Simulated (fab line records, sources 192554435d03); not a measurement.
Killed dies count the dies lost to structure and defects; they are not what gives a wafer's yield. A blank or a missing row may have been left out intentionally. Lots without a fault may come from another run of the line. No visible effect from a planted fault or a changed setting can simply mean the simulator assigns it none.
fab line records	flow n5_finfet
record: lots: 7	wafers: 21
route steps=1938 shown ZERO_LAYER@4 WELL_APT@21 FIN_SAQP@96
start_h: hours from the record's first day to the start of the lot's first wafer shown	wait_h: time in hours since the lot's previous step	" same as the row above	L1.1+2: a single row standing in for several wafers	- value missing, or start not given	* or withheld: withheld	< > ~ a bound
route shown NAME@n: names a module that has steps shown in the file, with the first one's number in the route	usual: average and standard deviation across the fault-free wafers	same: alike in all rows	chamber/n: place in a boat	sites: per-site readings	_std_site: the standard deviation of these	_edge_site: inner sites' mean taken away from outer sites' mean	radius_mm: how far each site lies from the wafer's centre	mask NAME#n: copy n	behind: the most recent tool/chamber to have shaped the wafer	hold: reason for holding the lot/hours on hold/outcome of the hold	device: whichever transistor did not switch (one of n, p or np)	end of line: tests run on the same wafers once the route is complete	a step without rows: its recipe alone	killed: the dies lost at the first sort to structure and to defects; this is not the yield of the wafer	map: a wafer's dies, marking killed ones x, the rest . and places with no die _
set.NAME: the run value of the setting; set.NAME@STEP: its run value at that earlier step	model.NAME: the simulator's own value behind a step, which no gauge read
lots whose settings were changed on purpose; a table a step, a row a wafer
== steps ==
step: N5_ZERO_LAYER_PECVD_02
recipe: material: SiO2	target_thk_a: 100	temp_c: 400	precursor: SiH4/N2O	pressure_torr: 0.75	rf_w: 275	time_s: 6
lot.wafer	tool	chamber	start_h	wait_h	set.time_s	model.SiO2_of_ZERO_LAYER_PECVD_02.thk_nm
L076.1	pecvd-04	0	24.28	0.0	6	9.986
L076.3	"	1	"	"	6	10.13
L076.4	"	1	"	"	6	10.17
L083.1	pecvd-04	2	66.28	0.0	5.644	9.269
L083.3	"	1	"	"	6	10.13
L083.4	"	0	"	"	5.644	9.447
L084.1	pecvd-04	2	72.28	0.0	6	9.874
L084.3	"	0	"	"	6	10.06
L084.5	"	1	"	"	6	10.13
L086.1	pecvd-01	0	84.28	0.0	5.132	8.597
L086.2	"	1	"	"	6	10.1
L086.6	"	0	"	"	5.132	8.581
L090.1	pecvd-02	0	108.47	0.0	6.284	10.5
L090.4	"	0	"	"	6	10.22
L090.6	"	2	"	"	6	10.28
L096.1	pecvd-04	0	144.28	0.0	6	10.11
L096.3	"	2	"	"	6.282	10.46
L096.4	"	2	"	"	6.282	10.49
L097.2	pecvd-02	2	150.49	0.1	6	9.821
L097.4	"	0	"	"	6	10.36
L097.5	"	1	"	"	6	10.24
step: N5_ZERO_LAYER_COAT_05
recipe: spin_rpm: 1500	resist_thk_nm: 1000
lot.wafer	tool	chamber	start_h	wait_h	set.spin_rpm	model.coat_of_ZERO_LAYER_COAT_05.thk_nm
L076.1	litho_track-01	0	-	-	1643	954.8
L076.3	"	0	"	"	1500	996
L076.4	"	0	"	"	1643	953.8
L083.1+3	litho_track-02	0	-	-	1500	1001
L083.4	"	0	"	"	1500	999.3
L084.1	litho_track-01	0	-	-	1500	994.9
L084.3	"	0	"	"	1500	996.3
L084.5	"	0	"	"	1500	1001
L086.1	litho_track-03	0	-	-	1500	999.6
L086.2	"	0	"	"	1500	998.5
L086.6	"	0	"	"	1500	995.7
L090.1	litho_track-03	0	-	-	1500	998.6
L090.4	"	0	"	"	1553	982.1
L090.6	"	0	"	"	1553	980.2
L096.1	litho_track-02	0	-	-	1360	1052
L096.3	"	0	"	"	1360	1054
L096.4	"	0	"	"	1500	1004
L097.2	litho_track-03	0	-	-	1604	964.2
L097.4	"	0	"	"	1604	965.8
L097.5	"	0	"	"	1500	997.4
step: N5_ZERO_LAYER_EXPOSE_08
recipe: mask_id: ZERO	na: 0.55	source_shape: conventional	sigma_outer: 0.8	polarization: unpolarized	defocus_nm: 0	target_cd_nm: 2000	dose_mj: 16.2
lot.wafer	tool	chamber	start_h	wait_h	mask	set.dose_mj
L076.1	krf_scanner-01	0	24.46	-	ZERO#0	15.14
L076.3+4	"	0	"	"	ZERO#0	16.2
L083.1+4	krf_scanner-02	0	66.59	-	ZERO#0	16.2
L083.3	"	0	"	"	ZERO#0	15.71
L084.1+3+5	krf_scanner-01	0	72.59	-	ZERO#0	16.2
L086.1	krf_scanner-02	0	84.59	-	ZERO#0	15.39
L086.2+6	"	0	"	"	ZERO#0	16.2
L090.1+4	krf_scanner-02	0	108.65	-	ZERO#0	17.34
L090.6	"	0	"	"	ZERO#0	16.2
L096.1+4	krf_scanner-01	0	144.47	-	ZERO#0	17.33
L096.3	"	0	"	"	ZERO#0	16.2
L097.2+4+5	krf_scanner-01	0	150.68	-	ZERO#0	16.55
step: N5_ZERO_LAYER_PEB_09
recipe: peb_temp_c: withheld	peb_time_s: *
step: N5_ZERO_LAYER_DEVELOP_10
recipe: develop_time_s: 60	rinse_liquid: diw	dry: air_spin	dev_temp_c: 21
step: N5_ZERO_LAYER_HARDBAKE_23
recipe: temp_c: 130	time_s: 120
step: N5_ZERO_LAYER_CD_MEAS_11
recipe: target_cd_nm: 2000	landing_energy_ev: 500	detector: se_inlens
usual: cd_nm: 1999.1/1.6
lot.wafer	tool	chamber	start_h	wait_h	set.dose_mj@ZERO_LAYER_EXPOSE_08	cd_nm
L076.1	cd_sem-01	0	24.64	-	15.14	1987.0
L076.3	"	0	"	"	16.2	1997.6
L076.4	"	0	"	"	16.2	1998.1
L083.1	cd_sem-01	0	66.77	-	16.2	1999.3
L083.3	"	0	"	"	15.71	1994.8
L083.4	"	0	"	"	16.2	1999.6
L084.1	cd_sem-02	0	72.77	-	16.2	2000.1
L084.3	"	0	"	"	16.2	1999.1
L084.5	"	0	"	"	16.2	2000.8
L086.1	cd_sem-02	0	84.77	-	15.39	1991.8
L086.2	"	0	"	"	16.2	2002.0
L086.6	"	0	"	"	16.2	2000.1
L090.1	cd_sem-02	0	108.83	-	17.34	2013.7
L090.4	"	0	"	"	17.34	2014.7
L090.6	"	0	"	"	16.2	2001.3
L096.1	cd_sem-01	0	144.64	-	17.33	2007.2
L096.3	"	0	"	"	16.2	1996.0
L096.4	"	0	"	"	17.33	2010.0
L097.2	cd_sem-02	0	150.85	-	16.55	2006.9
L097.4	"	0	"	"	16.55	2005.4
L097.5	"	0	"	"	16.55	2003.9
step: N5_ZERO_LAYER_DESCUM_16
recipe: chemistry: O2	time_s: 7.9	source_power_w: 50	bias_power_w: 20	pressure_mtorr: 20	rf_frequency_hz: 2.712e+07	temp_c: 40	o2_flow_sccm: 225
lot.wafer	tool	chamber	start_h	wait_h	set.dose_mj@ZERO_LAYER_EXPOSE_08	model.ZERO_LAYER.cd_nm
L076.1	rie_diel-04	0	24.68	0.0	15.14	1987
L076.3+4	"	3,2	"	"	16.2	1998
L083.1	rie_diel-02	0	66.91	0.1	16.2	1999
L083.3	"	2	"	"	15.71	1994
L083.4	"	1	"	"	16.2	2000
L084.1	rie_diel-02	1	72.81	0.0	16.2	2000
L084.3	"	3	"	"	16.2	1999
L084.5	"	0	"	"	16.2	2001
L086.1	rie_diel-04	0	84.80	0.0	15.39	-
L086.2	"	1	"	"	16.2	2002
L086.6	"	2	"	"	16.2	2000
L090.1	rie_diel-06	1	108.87	0.0	17.34	2014
L090.4	"	2	"	"	17.34	2015
L090.6	"	0	"	"	16.2	2002
L096.1	rie_diel-02	3	144.68	0.0	17.33	2007
L096.3	"	0	"	"	16.2	1996
L096.4	"	1	"	"	17.33	2010
L097.2	rie_diel-06	3	151.10	0.2	16.55	-
L097.4	"	1	"	"	16.55	2005
L097.5	"	1	"	"	16.55	2004
step: N5_ZERO_LAYER_ETCH_17
recipe: chemistry: CF4	target: SiO2	target_depth_a: 120	time_s: 13.3	ion_energy_ev: 350	pressure_mtorr: 40	source_w: 450	bias_w: 215	Ar_flow_sccm: 100	cf4_flow_sccm: 100
lot.wafer	tool	chamber	start_h	wait_h	set.spin_rpm@ZERO_LAYER_COAT_05	set.dose_mj@ZERO_LAYER_EXPOSE_08	model.coat_of_ZERO_LAYER_COAT_05.thk_nm	model.ZERO_LAYER.cd_nm
L076.1	rie_diel-04	0	24.71	0.0	1643	15.14	925.7	1987
L076.3	"	3	"	"	1500	16.2	965.9	1998
L076.4	"	2	"	"	1643	16.2	923.6	1998
L083.1	rie_diel-02	0	66.95	0.0	1500	16.2	971.3	1999
L083.3	"	2	"	"	1500	15.71	971.3	1994
L083.4	"	1	"	"	1500	16.2	969.7	2000
L084.1	rie_diel-02	1	72.84	0.0	1500	16.2	965.1	2000
L084.3	"	3	"	"	1500	16.2	966.2	1999
L084.5	"	0	"	"	1500	16.2	971.3	2001
L086.1	rie_diel-04	0	84.84	0.0	1500	15.39	970.8	1992
L086.2	"	1	"	"	1500	16.2	969.3	2002
L086.6	"	2	"	"	1500	16.2	965.7	2000
L090.1	rie_diel-06	1	108.91	0.0	1500	17.34	968.8	2014
L090.4	"	2	"	"	1553	17.34	952.6	2015
L090.6	"	0	"	"	1553	16.2	950.9	2002
L096.1	rie_diel-02	3	144.72	0.0	1360	17.33	1022	2007
L096.3	"	0	"	"	1360	16.2	1024	1996
L096.4	"	1	"	"	1500	17.33	974.5	2010
L097.2	rie_diel-06	3	151.13	0.0	1604	16.55	934.8	2007
L097.4	"	1	"	"	1604	16.55	936	2005
L097.5	"	1	"	"	1500	16.55	967.5	2004
step: N5_ZERO_LAYER_ETCH_18
recipe: chemistry: HBr/Cl2	target: Si	target_depth_a: 1200	time_s: 40	pressure_mtorr: 10	icp_w: 800	bias_w: 75	HBr_flow_sccm: 150	Cl2_flow_sccm: 80
step: N5_ZERO_LAYER_STRIP_24
recipe: chemistry: O2	power_w: 1000	temp_c: 250	overash_fraction: 0.3	pressure_mtorr: 1000	o2_flow_sccm: 6750
usual: strip_time_to_endpoint_s: 43.81/0.077
lot.wafer	tool	chamber	start_h	wait_h	set.spin_rpm@ZERO_LAYER_COAT_05	strip_time_to_endpoint_s
L076.1	plasma_asher-01	1	24.89	0.1	1643	42.51
L076.3	"	1	"	"	1500	43.70
L076.4	"	0	"	"	1643	42.41
L083.1	plasma_asher-01	0	67.12	0.1	1500	43.85
L083.3	"	1	"	"	1500	43.85
L083.4	"	0	"	"	1500	43.81
L084.1	plasma_asher-01	1	73.02	0.1	1500	43.67
L084.3	"	1	"	"	1500	43.70
L084.5	"	1	"	"	1500	43.86
L086.1	plasma_asher-02	1	85.30	0.4	1500	43.86
L086.2	"	0	"	"	1500	43.87
L086.6	"	0	"	"	1500	43.69
L090.1	plasma_asher-01	1	109.08	0.1	1500	43.80
L090.4	"	0	"	"	1553	43.30
L090.6	"	0	"	"	1553	43.30
L096.1	plasma_asher-01	0	144.89	0.1	1360	45.39
L096.3	"	0	"	"	1360	45.47
L096.4	"	1	"	"	1500	43.98
L097.2	plasma_asher-02	1	151.31	0.1	1604	42.77
L097.4	"	0	"	"	1604	42.81
L097.5	"	1	"	"	1500	43.71
step: N5_WELL_APT_COAT_02
recipe: spin_rpm: 1357	resist_thk_nm: 950
lot.wafer	tool	chamber	start_h	wait_h	set.spin_rpm	model.coat_of_WELL_APT_COAT_02.thk_nm
L076.1	litho_track-05	0	-	-	1357	949.2
L076.3	"	0	"	"	1483	906
L076.4	"	0	"	"	1357	948.1
L083.1	litho_track-04	0	-	-	1282	981.4
L083.3	"	0	"	"	1282	982.2
L083.4	"	0	"	"	1357	955.4
L084.1	litho_track-05	0	-	-	1357	946.9
L084.3	"	0	"	"	1357	949.2
L084.5	"	0	"	"	1357	949.7
L086.1	litho_track-04	0	-	-	1357	956.3
L086.2	"	0	"	"	1357	952.5
L086.6	"	0	"	"	1357	953.1
L090.1	litho_track-02	0	-	-	1357	951.4
L090.4	"	0	"	"	1357	950.9
L090.6	"	0	"	"	1357	949.3
L096.1+3	litho_track-02	0	-	-	1357	951.9
L096.4	"	0	"	"	1357	953.6
L097.2	litho_track-02	0	-	-	1357	950.7
L097.4	"	0	"	"	1357	950.5
L097.5	"	0	"	"	1495	905.7
step: N5_FIN_SAQP_HM_DEP_03
recipe: material: SiNx	target_thk_a: 380	temp_c: 400	precursor: SiH4/NH3/N2	pressure_torr: 1.5	rf_w: 300	time_s: 33.6
lot.wafer	tool	chamber	start_h	wait_h	set.time_s	model.SiNx_of_FIN_SAQP_HM_DEP_03.thk_nm
L076.1	pecvd-04	2	34.63	0.2	36.91	41.73
L076.3	"	1	"	"	36.91	41.21
L076.4	"	2	"	"	33.6	38.66
L083.1	pecvd-04	1	76.60	0.2	33.6	37.08
L083.3	"	2	"	"	29.5	33.33
L083.4	"	1	"	"	29.5	33.02
L084.1	pecvd-02	2	81.04	0.2	33.6	37.06
L084.3	"	2	"	"	33.6	38.02
L084.5	"	1	"	"	33.6	38.47
L086.1	pecvd-02	0	93.76	0.2	31.95	35.9
L086.2	"	2	"	"	31.95	35.64
L086.6	"	1	"	"	33.6	38.81
L090.1	pecvd-04	2	117.77	0.2	38.02	42.54
L090.4	"	2	"	"	38.02	42.86
L090.6	"	0	"	"	33.6	38.03
L096.1	pecvd-03	0	152.66	0.2	31.4	35.28
L096.3	"	2	"	"	31.4	34.63
L096.4	"	1	"	"	33.6	37.85
L097.2	pecvd-03	2	158.98	0.2	31.92	35.59
L097.4	"	2	"	"	33.6	38.24
L097.5	"	1	"	"	31.92	36.5
step: N5_FIN_SAQP_THK_MEAS_05
usual: thk_nm: 38.0/0.53
lot.wafer	tool	chamber	start_h	wait_h	set.time_s@FIN_SAQP_HM_DEP_03	thk_nm
L076.1	film_metro-01	-	34.72	0.1	36.91	41.7
L076.3	"	-	"	"	36.91	41.2
L076.4	"	-	"	"	33.6	38.6
L083.1	film_metro-01	-	76.69	0.1	33.6	37.1
L083.3	"	-	"	"	29.5	33.3
L083.4	"	-	"	"	29.5	33.0
L084.1	film_metro-01	-	81.16	0.1	33.6	37.0
L084.3	"	-	"	"	33.6	38.0
L084.5	"	-	"	"	33.6	38.5
L086.1	film_metro-01	-	93.85	0.1	31.95	35.9
L086.2	"	-	"	"	31.95	35.7
L086.6	"	-	"	"	33.6	38.8
L090.1	film_metro-02	-	117.86	0.1	38.02	42.6
L090.4	"	-	"	"	38.02	42.9
L090.6	"	-	"	"	33.6	38.0
L096.1	film_metro-02	-	152.74	0.1	31.4	35.3
L096.3	"	-	"	"	31.4	34.7
L096.4	"	-	"	"	33.6	37.8
L097.2	film_metro-02	-	159.07	0.1	31.92	35.6
L097.4	"	-	"	"	33.6	38.2
L097.5	"	-	"	"	31.92	36.5
step: N5_FIN_SAQP_COAT_10
recipe: resist: CAR-ArF	spin_rpm: 1500	resist_thk_nm: 90
lot.wafer	tool	chamber	start_h	wait_h	set.spin_rpm	model.CAR-ArF_of_FIN_SAQP_COAT_10.thk_nm
L076.1	litho_track-02	0	-	-	1500	90.37
L076.3	"	0	"	"	1361	95.09
L076.4	"	0	"	"	1500	90.33
L083.1	litho_track-03	0	-	-	1659	85.22
L083.3	"	0	"	"	1659	85.1
L083.4	"	0	"	"	1500	89.61
L084.1	litho_track-03	0	-	-	1500	89.73
L084.3	"	0	"	"	1500	89.71
L084.5	"	0	"	"	1500	89.41
L086.1	litho_track-02	0	-	-	1500	90.17
L086.2	"	0	"	"	1500	90.1
L086.6	"	0	"	"	1500	89.98
L090.1	litho_track-03	0	-	-	1500	89.75
L090.4	"	0	"	"	1500	90
L090.6	"	0	"	"	1500	89.96
L096.1	litho_track-02	0	-	-	1500	90.16
L096.3	"	0	"	"	1500	90.35
L096.4	"	0	"	"	1500	90.28
L097.2	litho_track-05	0	-	-	1500	90.09
L097.4	"	0	"	"	1368	94.33
L097.5	"	0	"	"	1368	94.14
step: N5_FIN_SAQP_EBR_12
recipe: solvent: PGMEA	ebr_width_mm: 1.5
step: N5_FIN_SAQP_SOFTBAKE_11
recipe: temp_c: 110	time_s: 60	resist: CAR-ArF
step: N5_FIN_SAQP_MANDREL2_REMOVE_60
recipe: chemistry: HBr/Cl2/O2	bt_time_s: 10	target: a-Si	stop_on: SiNx	endpoint: OES-SiCl	over_etch_frac: 1	icp_w: 600	bias_w: 22	HBr_flow_sccm: 150	Cl2_flow_sccm: 80	O2_flow_sccm: 5	pressure_mtorr: 10
step: N5_FIN_SAQP_HM_OPEN_33
recipe: chemistry: CH3F/O2	target: SiNx	mask_material: SiO2	target_depth_a: 494	time_s: 70.6	pressure_mtorr: 30	source_w: 395	bias_w: 73	Ar_flow_sccm: 150	CH3F_flow_sccm: 30	O2_flow_sccm: 20	ion_energy_ev: 120	ends: cleared
usual: etch_rf_on_time_s: 68.6/1.6
lot.wafer	tool	chamber	start_h	wait_h	set.time_s@FIN_SAQP_HM_DEP_03	etch_rf_on_time_s	model.etch.depth_nm
L076.1	rie_diel-01	1	39.50	0.0	36.91	77.5	41.1
L076.3	"	0	"	"	36.91	73.8	40.57
L076.4	"	0	"	"	33.6	68.3	38.03
L083.1	rie_diel-05	1	82.10	0.0	33.6	67.5	36.44
L083.3	"	3	"	"	29.5	60.3	32.7
L083.4	"	1	"	"	29.5	60.3	32.39
L084.1	rie_diel-03	3	86.14	0.0	33.6	66.1	36.42
L084.3	"	0	"	"	33.6	69.0	37.39
L084.5	"	2	"	"	33.6	67.5	37.84
L086.1	rie_diel-01	3	100.43	0.1	31.95	63.8	35.27
L086.2	"	2	"	"	31.95	64.7	34.96
L086.6	"	0	"	"	33.6	67.8	37.91
L090.1	rie_diel-05	1	122.36	0.0	38.02	76.3	41.86
L090.4	"	2	"	"	38.02	79.0	41.96
L090.6	"	3	"	"	33.6	67.3	37.14
L096.1	rie_diel-03	3	157.61	0.0	31.4	64.2	34.65
L096.3	"	2	"	"	31.4	62.1	34.01
L096.4	"	0	"	"	33.6	70.5	37.22
L097.2	rie_diel-03	3	163.78	0.1	31.92	64.4	34.95
L097.4	"	0	"	"	33.6	70.4	37.62
L097.5	"	2	"	"	31.92	65.0	35.87
step: N5_FIN_SAQP_ETCH_34
recipe: chemistry: C4F6/O2	target: SiO2	target_depth_a: 450	time_s: 15	ion_energy_ev: 250	pressure_mtorr: 30	source_w: 345	bias_w: 185	Ar_flow_sccm: 300	C4F6_flow_sccm: 10	O2_flow_sccm: 10	ends: cleared
step: N5_FIN_SAQP_STRIP_77
recipe: chemistry: N2/H2	time_s: 90	power_w: 100	temp_c: 40	pressure_mtorr: 100	rf_frequency_hz: 6e+07	bias_power_w: 3	n2_flow_sccm: 300	h2_flow_sccm: 300
step: N5_FIN_SAQP_ETCH_64
recipe: chemistry: CF4	target: SiO2	target_depth_a: 15	ion_energy_ev: 350	pressure_mtorr: 10	icp_w: 800	bias_w: 400	cf4_flow_sccm: 80
lot.wafer	tool	chamber	start_h	wait_h	set.time_s@FIN_SAQP_HM_DEP_03	model.SiNx_of_FIN_SAQP_HM_DEP_03.thk_nm
L076.1	rie_si-04	1	39.77	0.0	36.91	36.4
L076.3	"	3	"	"	36.91	35.8
L076.4	"	0	"	"	33.6	33.2
L083.1	rie_si-06	0	82.46	0.0	33.6	31.6
L083.3	"	2	"	"	29.5	28
L083.4	"	1	"	"	29.5	27.6
L084.1	rie_si-02	3	86.40	0.0	33.6	31.6
L084.3	"	0	"	"	33.6	32.6
L084.5	"	2	"	"	33.6	33
L086.1	rie_si-04	3	100.70	0.0	31.95	30.4
L086.2	"	1	"	"	31.95	30.2
L086.6	"	0	"	"	33.6	33
L090.1	rie_si-02	1	122.63	0.0	38.02	37
L090.4	"	3	"	"	38.02	37.2
L090.6	"	1	"	"	33.6	32.2
L096.1	rie_si-06	1	157.88	0.0	31.4	29.8
L096.3	"	0	"	"	31.4	29.2
L096.4	"	3	"	"	33.6	32.4
L097.2	rie_si-06	0	164.04	0.0	31.92	30.2
L097.4	"	2	"	"	33.6	32.8
L097.5	"	1	"	"	31.92	31
== key ==
split: step: N5_ZERO_LAYER_PECVD_02	setting: time_s	stated: 6	by: wafer
response: step: N5_ZERO_LAYER_PECVD_02	reading: model.SiO2_of_ZERO_LAYER_PECVD_02.thk_nm	change: +0.101	per: 1%	r: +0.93
split: step: N5_ZERO_LAYER_COAT_05	setting: spin_rpm	stated: 1500	by: wafer
response: step: N5_ZERO_LAYER_COAT_05	reading: model.coat_of_ZERO_LAYER_COAT_05.thk_nm	change: -4.77	per: 1%	r: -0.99
response: step: N5_ZERO_LAYER_ETCH_17	reading: model.coat_of_ZERO_LAYER_COAT_05.thk_nm	change: -4.73	per: 1%	r: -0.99
response: step: N5_ZERO_LAYER_STRIP_24	reading: strip_time_to_endpoint_s	change: *	per: 1%	r: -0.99
split: step: N5_ZERO_LAYER_EXPOSE_08	setting: dose_mj	stated: 16.2	by: wafer
response: step: N5_ZERO_LAYER_CD_MEAS_11	reading: cd_nm	change: +1.77	per: 1%	r: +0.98
response: step: N5_ZERO_LAYER_DESCUM_16	reading: model.ZERO_LAYER.cd_nm	change: +1.74	per: 1%	r: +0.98
response: step: N5_ZERO_LAYER_ETCH_17	reading: model.ZERO_LAYER.cd_nm	change: +1.77	per: 1%	r: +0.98
split: step: N5_WELL_APT_COAT_02	setting: spin_rpm	stated: 1357	by: wafer
response: step: N5_WELL_APT_COAT_02	reading: model.coat_of_WELL_APT_COAT_02.thk_nm	change: -4.53	per: 1%	r: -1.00
split: step: N5_FIN_SAQP_HM_DEP_03	setting: time_s	stated: 33.6	by: wafer
response: step: N5_FIN_SAQP_HM_DEP_03	reading: model.SiNx_of_FIN_SAQP_HM_DEP_03.thk_nm	change: +0.355	per: 1%	r: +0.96
response: step: N5_FIN_SAQP_THK_MEAS_05	reading: thk_nm	change: *	per: 1%	r: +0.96
response: step: N5_FIN_SAQP_HM_OPEN_33	reading: etch_rf_on_time_s	change: *	per: 1%	r: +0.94
response: step: N5_FIN_SAQP_HM_OPEN_33	reading: model.etch.depth_nm	change: +0.355	per: 1%	r: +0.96
response: step: N5_FIN_SAQP_ETCH_64	reading: model.SiNx_of_FIN_SAQP_HM_DEP_03.thk_nm	change: +0.357	per: 1%	r: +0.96
split: step: N5_FIN_SAQP_COAT_10	setting: spin_rpm	stated: 1500	by: wafer
response: step: N5_FIN_SAQP_COAT_10	reading: model.CAR-ArF_of_FIN_SAQP_COAT_10.thk_nm	change: -0.463	per: 1%	r: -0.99
